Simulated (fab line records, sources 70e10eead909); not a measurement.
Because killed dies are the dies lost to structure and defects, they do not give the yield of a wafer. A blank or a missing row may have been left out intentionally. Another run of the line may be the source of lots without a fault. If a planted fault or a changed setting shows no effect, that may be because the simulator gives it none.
A struck lot beside a sound one || flow nandHarc || 19 out of 1302 route steps
Sound: these wafers, L296.3, L296.5, L296.6. Struck: wafer L292.6 (L292.2, L292.5, from the same lot, were not struck and are left out); the cause is given at the end.
At each step with rows: each side's tool, then ch and its chambers, then its first start. Under that, the readings that differ: sound wafers || struck wafers || difference of the means || sigmas: that difference in standard deviations of wafers without a fault.
alike: readings with means less than 2 such deviations apart, plus words and numbers identical on both sides. not compared: withheld readings, readings lacking a value on some wafer, bounds such as >300 that could conceal the same value, and numbers that have no deviation in the record and whose values overlap.
The two part at a step that has a row with sigmas, a row that says differs or no value, or rows on one side only. Numbers that don't overlap but have no deviation are shown without sigmas and don't part them. A reading missing from all wafers of one side parts the sides only when that side holds two or more wafers.

NHARC_P_GATE_CD_MEAS_91 targets a cd of 2000 nm.
  sound on cdSem-02 ch 0, day 13 13:40; struck on cdSem-02 ch 0, day 11 18:54
  alike: cdNm
then, 4 steps without rows for these wafers: NHARC_P_GATE_HARDBAKE_92 (time 80 s); NHARC_P_GATE_DESCUM_93 (chemistry O2, time 3 s); NHARC_P_GATE_IMPLANT_94; NHARC_P_GATE_STRIP_113 (strips in N2/H2, time 740 s).
NHARC_P_GATE_STRIP_95: strips in O2.
  sound on plasmaAsher-02 ch 0,1, day 13 14:56; struck on plasmaAsher-02 ch 1, day 11 20:08
  alike: drypumpMotorCurrentA, heaterPowerW
  not compared: rfHoursCounterH
then, 1 step without rows for these wafers: NHARC_P_GATE_STRIP_96 (strips in SPM, time 900 s).
NHARC_P_GATE_RTA_64: time 1 s.
  sound on rtpAnneal-01 ch 0, day 13 15:31; struck on rtpAnneal-01 ch 0, day 11 20:44
  alike: lampPowerPct, wafer_temp_C_max
then, 1 step without rows for these wafers: NHARC_P_GATE_ETCH_77 (etches SiO2 in dHF, target depth 6 nm).
NHARC_P_GATE_DEGAS_109: time 60 s.
  struck on pvdSputter-01, day 11 21:04; sound on pvdSputter-02, day 13 15:47
  alike: heaterPowerW
then, 2 steps without rows for these wafers: NHARC_P_GATE_PRE_CLEAN_110 (time 30 s); NHARC_P_GATE_SPUTTER_78 (material Ni, target thk 10 nm).
NHARC_P_GATE_SPUTTER_79: material TiN, target thk 10 nm.
  struck on pvdSputter-01, day 11 21:14; sound on pvdSputter-02, day 13 15:58
NHARC_P_GATE_RTA_80: time 30 s.
  sound on rtpAnneal-02 ch 0, day 13 16:07; struck on rtpAnneal-02 ch 0, day 11 21:22
  alike: lampPowerPct, wafer_temp_C_max
then, 2 steps without rows for these wafers: NHARC_P_GATE_STRIP_67 (strips in SPM, time 600 s); NHARC_P_GATE_RTA_82 (time 30 s).
NHARC_P_GATE_INSPECT_68:
  struck on defectInspect-02, day 11 21:59; sound on defectInspect-02, day 13 16:43
{"reading": "rawDefectCount", "sound": "133 166 157", "struck": 1012, "difference": "+860", "sigmas": "+13"}
NHARC_P_CONTACT_DEP_30: deposits SiNx, target thk 30 nm.
  sound on pecvd-03 ch 1,2, day 13 16:49; struck on pecvd-03 ch 0, day 11 22:08
{"reading": "heaterPowerW (W)", "sound": "640 571 650", "struck": 873, "difference": "+253", "sigmas": "+2"}
-- record jumps: 19 days between struck wafers' starts before vs after; left off in module P_CONTACT, resumes in module END, first step shown is number 1302 of the route --
NHARC_END_SORT_01:
  only the struck wafers appear in the record here, on prober-02 ch 0 at day 30 12:59; the sound ones have no rows

== WHERE THEY PART ==
At NHARC_P_GATE_INSPECT_68 first; at NHARC_END_SORT_01 last (within this record only).

WHY: the cause the simulator had injected
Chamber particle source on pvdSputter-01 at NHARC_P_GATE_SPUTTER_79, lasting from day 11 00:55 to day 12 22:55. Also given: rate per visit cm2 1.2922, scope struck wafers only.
